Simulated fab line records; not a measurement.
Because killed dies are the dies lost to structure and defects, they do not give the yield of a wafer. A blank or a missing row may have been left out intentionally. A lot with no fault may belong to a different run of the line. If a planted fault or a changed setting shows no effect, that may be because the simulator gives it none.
fab line records | flow n5-finfet
[record] lots = 12 | wafers = 34 | last-day = 18
route steps=1938 shown BEOL_M12@1612
lots untouched by any fault: they come from a run of this same line in which no faults occurred
start-h: hours from the record's opening day to when the first of the lot's shown wafers began | wait-h: hours elapsed since this lot's preceding step | " the same as in the row above | L1.1+2: a single row standing in for several wafers | - no value present, or no start provided | * or withheld: withheld | < > ~ a bound
route shown NAME@n: a module of which the file shows steps, and the number in the route of the first | usual: the fault-free wafers' mean and standard deviation | same: alike in all rows | chamber/n: place in a boat | sites: the reading at each site | _std_site: how widely they spread, as a standard deviation | _edge_site: outer sites' mean less inner sites' | radius-mm: for every site, how far away it sits from the centre of the wafer | mask NAME#n: copy n | behind: the tool/chamber that last shaped the wafer | hold: why the lot was held/for how many hours/how that ended | device: the transistor (n, p or np) that didn't switch | end of line: tests of these same wafers at the route's end | a step with no rows: only its recipe | killed: dies lost to structure and defects at the first sort, not the wafer's yield | map: the dies of a wafer, with x for killed, . for not killed, _ for no die there
set.NAME: setting as actually run; set.NAME@STEP: the setting as run at that earlier step | model.NAME: the simulator's own value behind a step, which no gauge read
one table for each step of the route and one row for each wafer, over a sample of lots
services: a tool's chamber out of use, with start hour (start-h, from the record's first day; less than 0 if before it), hours out, and reason
[[steps]]
[step N5_BEOL_M12_CD_MEAS_10]
[recipe] target-cd-nm = 140 | landing-energy-ev = 500 | detector = se-inlens | polarity = opening
[usual] cd-nm = 141.0/2.5
lot.wafer | tool      | chamber | start-h | wait-h | cd-nm
L493.1    | cd-sem-01 | 0       | 237.20  | -      | 140.8
L493.4    | "         | 0       | "       | "      | 137.9
L493.6    | "         | 0       | "       | "      | 142.8
L492.1    | cd-sem-03 | 0       | 249.41  | -      | 141.6
L492.4    | "         | 0       | "       | "      | 137.9
L494.2    | cd-sem-03 | 0       | 250.96  | -      | 138.6
L494.4    | "         | 0       | "       | "      | 138.7
L494.6    | "         | 0       | "       | "      | 141.4
L496.2    | cd-sem-01 | 0       | 268.08  | -      | 142.9
L496.3    | "         | 0       | "       | "      | 139.8
L496.6    | "         | 0       | "       | "      | 144.5
L497.1    | cd-sem-02 | 0       | 272.61  | -      | 145.6
L497.3    | "         | 0       | "       | "      | 147.2
L497.6    | "         | 0       | "       | "      | 142.1
L499.1    | cd-sem-01 | 0       | 282.53  | -      | 140.8
L499.5    | "         | 0       | "       | "      | 141.8
L501.1    | cd-sem-02 | 0       | 296.86  | -      | 142.1
L501.3    | "         | 0       | "       | "      | 141.4
L501.4    | "         | 0       | "       | "      | 144.4
L506.1    | cd-sem-02 | 0       | 334.39  | -      | 136.3
L506.2    | "         | 0       | "       | "      | 140.3
L506.6    | "         | 0       | "       | "      | 141.5
L509.1    | cd-sem-03 | 0       | 348.80  | -      | 144.2
L509.3    | "         | 0       | "       | "      | 142.6
L509.4    | "         | 0       | "       | "      | 141.0
L512.3    | cd-sem-02 | 0       | 357.27  | -      | 139.8
L512.4    | "         | 0       | "       | "      | 141.1
L512.6    | "         | 0       | "       | "      | 138.2
L511.2    | cd-sem-03 | 0       | 365.96  | -      | 140.9
L511.4    | "         | 0       | "       | "      | 143.7
L511.6    | "         | 0       | "       | "      | 142.3
L513.1    | cd-sem-02 | 0       | 380.76  | -      | 143.0
L513.5    | "         | 0       | "       | "      | 142.1
L513.6    | "         | 0       | "       | "      | 145.7
[step N5_BEOL_M12_STRIP_63]
[recipe] chemistry = N2/H2 | power-w = 1000 | temp-c = 250 | h2-frac = 0.65 | overash-fraction = 0.3 | pressure-mtorr = 1000 | n2-flow-sccm = 1750 | h2-flow-sccm = 3250
[usual] drypump-motor-current-A = 5.6/0.48 | heater-power-w = 370/29 | oes-product-au = 0.693/0.0047 | strip-time-to-endpoint-s = 42.7/1.2
lot.wafer | tool            | chamber | start-h | wait-h | drypump-motor-current-A | heater-power-w | oes-product-au | rf-hours-counter-h | strip-time-to-endpoint-s
L493.1    | plasma-asher-01 | 1       | 237.57  | -      | 5.5                     | 378            | 0.696          | 68                 | 44.2
L493.4    | "               | 0       | "       | "      | 4.9                     | 413            | 0.686          | -                  | 43.2
L493.6    | "               | 1       | "       | "      | 5.4                     | 365            | 0.697          | -                  | 43.0
L492.1    | plasma-asher-02 | 1       | 249.79  | -      | 6.3                     | 358            | 0.690          | 125                | 42.1
L492.4    | "               | 1       | "       | "      | 6.3                     | 352            | 0.691          | -                  | 41.3
L494.2    | plasma-asher-01 | 0       | 251.33  | -      | 5.0                     | 414            | 0.690          | 70                 | 43.5
L494.4    | "               | 0       | "       | "      | 5.0                     | 426            | 0.692          | -                  | 42.5
L494.6    | "               | 0       | "       | "      | 5.0                     | 417            | 0.696          | -                  | 42.5
L496.2    | plasma-asher-02 | 1       | 268.45  | -      | 6.3                     | 362            | 0.700          | 128                | 42.4
L496.3    | "               | 0       | "       | "      | 5.7                     | 346            | 0.691          | -                  | 43.7
L496.6    | "               | 0       | "       | "      | 5.7                     | 332            | 0.695          | -                  | 43.2
L497.1    | plasma-asher-01 | 1       | 272.98  | -      | 5.5                     | 363            | 0.699          | 75                 | 41.9
L497.3    | "               | 0       | "       | "      | 5.0                     | 426            | 0.693          | -                  | 42.0
L497.6    | "               | 1       | "       | "      | 5.5                     | 363            | 0.695          | -                  | 40.4
L499.1    | plasma-asher-01 | 1       | 283.01  | -      | 5.5                     | 370            | 0.693          | 76                 | 41.7
L499.5    | "               | 1       | "       | "      | 5.5                     | 371            | 0.701          | -                  | 41.5
L501.1    | plasma-asher-01 | 0       | 297.23  | -      | 5.0                     | 420            | 0.697          | 80                 | 43.2
L501.3    | "               | 0       | "       | "      | 5.0                     | 414            | 0.691          | -                  | 44.7
L501.4    | "               | 1       | "       | "      | 5.5                     | 370            | 0.692          | -                  | 41.7
L506.1    | plasma-asher-01 | 1       | 334.79  | -      | 5.5                     | 359            | 0.697          | 87                 | 44.3
L506.2    | "               | 0       | "       | "      | 5.0                     | 414            | 0.691          | 87                 | 44.6
L506.6    | "               | 1       | "       | "      | 5.5                     | 363            | 0.692          | -                  | 43.9
L509.1    | plasma-asher-02 | 1       | 349.17  | -      | 6.3                     | 352            | 0.688          | 144                | 42.1
L509.3    | "               | 1       | "       | "      | 6.3                     | 360            | 0.698          | -                  | 43.8
L509.4    | "               | 0       | "       | "      | 5.7                     | 339            | 0.692          | -                  | 41.2
L512.3    | plasma-asher-01 | 0       | 357.66  | -      | 5.0                     | 423            | 0.683          | -                  | 42.1
L512.4    | "               | 1       | "       | "      | 5.5                     | 366            | 0.689          | -                  | 43.2
L512.6    | "               | 0       | "       | "      | 5.0                     | 422            | 0.694          | -                  | 42.9
L511.2    | plasma-asher-02 | 1       | 366.34  | -      | 6.3                     | 366            | 0.694          | 148                | 42.2
L511.4    | "               | 1       | "       | "      | 6.3                     | 363            | 0.690          | -                  | 41.3
L511.6    | "               | 0       | "       | "      | 5.7                     | 335            | 0.689          | -                  | 43.2
L513.1    | plasma-asher-01 | 1       | 381.13  | -      | 5.5                     | 369            | 0.696          | 97                 | 43.5
L513.5    | "               | 0       | "       | "      | 5.0                     | 414            | 0.695          | -                  | 43.2
L513.6    | "               | 1       | "       | "      | 5.5                     | 358            | 0.690          | -                  | 42.2
[step N5_BEOL_M12_COAT_66]
[recipe] resist = SiARC | temp-c = 220 | time-s = 60 | spin-rpm = 1500 | resist-thk-nm = 110
[usual] heater-power-total-W = 427.6/2 | plate-temp-C = 219.98/0.16
lot.wafer | tool           | chamber | start-h | wait-h | heater-power-total-W | plate-temp-C
L493.1    | litho-track-02 | 0       | 237.86  | -      | 424.7                | 220.28
L493.4    | "              | 0       | "       | "      | 424.7                | 220.08
L493.6    | "              | 0       | "       | "      | 426.6                | 220.08
L492.1    | litho-track-01 | 0       | 250.04  | -      | 427.0                | 219.89
L492.4    | "              | 0       | "       | "      | 424.1                | 219.96
L494.2    | litho-track-04 | 0       | 251.58  | -      | 429.2                | 219.98
L494.4    | "              | 0       | "       | "      | 427.1                | 220.16
L494.6    | "              | 0       | "       | "      | 427.3                | 220.08
L496.2    | litho-track-01 | 0       | 268.77  | -      | 424.1                | 220.02
L496.3    | "              | 0       | "       | "      | 428.2                | 220.28
L496.6    | "              | 0       | "       | "      | 430.6                | 220.09
L497.1    | litho-track-02 | 0       | 273.27  | -      | 428.5                | 219.81
L497.3    | "              | 0       | "       | "      | 429.7                | 219.97
L497.6    | "              | 0       | "       | "      | 429.9                | 220.00
L499.1    | litho-track-04 | 0       | 283.26  | -      | 426.3                | 219.64
L499.5    | "              | 0       | "       | "      | 430.4                | 219.93
L501.1    | litho-track-02 | 0       | 297.48  | -      | 430.4                | 219.80
L501.3    | "              | 0       | "       | "      | 426.4                | 219.74
L501.4    | "              | 0       | "       | "      | 425.4                | 219.91
L506.1    | litho-track-04 | 0       | 335.04  | -      | 444.0                | 226.20
L506.2    | "              | 0       | "       | "      | 441.4                | 226.32
L506.6    | "              | 0       | "       | "      | 441.5                | 226.13
L509.1    | litho-track-04 | 0       | 349.42  | -      | 444.8                | 226.66
L509.3    | "              | 0       | "       | "      | 442.8                | 226.52
L509.4    | "              | 0       | "       | "      | 439.9                | 226.41
L512.3    | litho-track-02 | 0       | 357.89  | -      | 429.5                | 219.85
L512.4    | "              | 0       | "       | "      | 424.6                | 219.90
L512.6    | "              | 0       | "       | "      | 424.3                | 219.98
L511.2    | litho-track-01 | 0       | 366.58  | -      | 426.0                | 219.73
L511.4    | "              | 0       | "       | "      | 430.7                | 220.11
L511.6    | "              | 0       | "       | "      | 427.9                | 220.12
L513.1    | litho-track-02 | 0       | 381.38  | -      | 424.7                | 220.15
L513.5    | "              | 0       | "       | "      | 430.8                | 220.00
L513.6    | "              | 0       | "       | "      | 427.4                | 220.09
[step N5_BEOL_M12_OVL_MEAS_29]
[recipe] points-per-wafer = 44
[usual] M12_OVL = 3/5.9
lot.wafer | tool       | chamber | start-h | wait-h | M12_OVL[nm]
L493.1    | overlay-02 | 0       | 238.17  | 0.0    | 0
L493.4    | "          | 0       | "       | "      | 6
L493.6    | "          | 0       | "       | "      | 1
L492.1    | overlay-01 | 0       | 250.48  | 0.0    | -10
L492.4    | "          | 0       | "       | "      | -8
L494.2    | overlay-02 | 0       | 251.89  | 0.0    | -1
L494.4    | "          | 0       | "       | "      | -4
L494.6    | "          | 0       | "       | "      | 1
L496.2    | overlay-02 | 0       | 269.09  | 0.0    | 4
L496.3    | "          | 0       | "       | "      | 0
L496.6    | "          | 0       | "       | "      | 4
L497.1    | overlay-01 | 0       | 273.58  | 0.0    | 1
L497.3    | "          | 0       | "       | "      | 4
L497.6    | "          | 0       | "       | "      | 2
L499.1    | overlay-02 | 0       | 283.57  | 0.0    | 1
L499.5    | "          | 0       | "       | "      | -8
L501.1    | overlay-02 | 0       | 297.80  | 0.0    | 2
L501.3    | "          | 0       | "       | "      | -1
L501.4    | "          | 0       | "       | "      | 0
L506.1    | overlay-02 | 0       | 335.36  | 0.0    | 0
L506.2    | "          | 0       | "       | "      | 10
L506.6    | "          | 0       | "       | "      | 6
L509.1    | overlay-01 | 0       | 349.74  | 0.0    | 9
L509.3    | "          | 0       | "       | "      | 16
L509.4    | "          | 0       | "       | "      | 14
L512.3    | overlay-01 | 0       | 358.21  | 0.0    | -5
L512.4    | "          | 0       | "       | "      | -3
L512.6    | "          | 0       | "       | "      | 0
L511.2    | overlay-01 | 0       | 367.03  | 0.0    | 2
L511.4    | "          | 0       | "       | "      | -2
L511.6    | "          | 0       | "       | "      | 4
L513.1    | overlay-02 | 0       | 381.82  | 0.0    | -6
L513.5    | "          | 0       | "       | "      | 2
L513.6    | "          | 0       | "       | "      | 0
[[services]]
tool            | chamber | start-h | hours | kind
litho-track-04  | -       | 216.00  | -     | consumable-replace:filter
plasma-asher-01 | -       | 229.68  | 3.8   | repair
litho-track-01  | -       | 331.80  | -     | consumable-replace:filter
plasma-asher-02 | -       | 344.06  | 1.2   | repair
litho-track-04  | -       | 349.46  | -     | consumable-replace:filter
litho-track-02  | -       | 356.71  | -     | consumable-replace:filter
[[key]]
[first-sign] step = N5_BEOL_M12_COAT_66 | reading = plate-temp-C | direction = up | sigmas = 41 | usual = * | struck = *
[effect] step = N5_BEOL_M12_COAT_66 | reading = heater-power-total-W | direction = up | sigmas = 7.2 | usual = * | struck = *
met-at N5_BEOL_M12_COAT_66
struck-lots L506,L509
not-acting-at N5_BEOL_M12_CD_MEAS_10,N5_BEOL_M12_STRIP_63,N5_BEOL_M12_OVL_MEAS_29
onset-between 283.26 335.04
[fault] kind = process-parameter-drift | tool = litho-track-04 | chamber = - | onset-h = 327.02 | steps = N5_BEOL_M12_COAT_66 | channel = temp-c | offset = * | shape = step | end-h = 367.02 | acts-in = * | stated = *
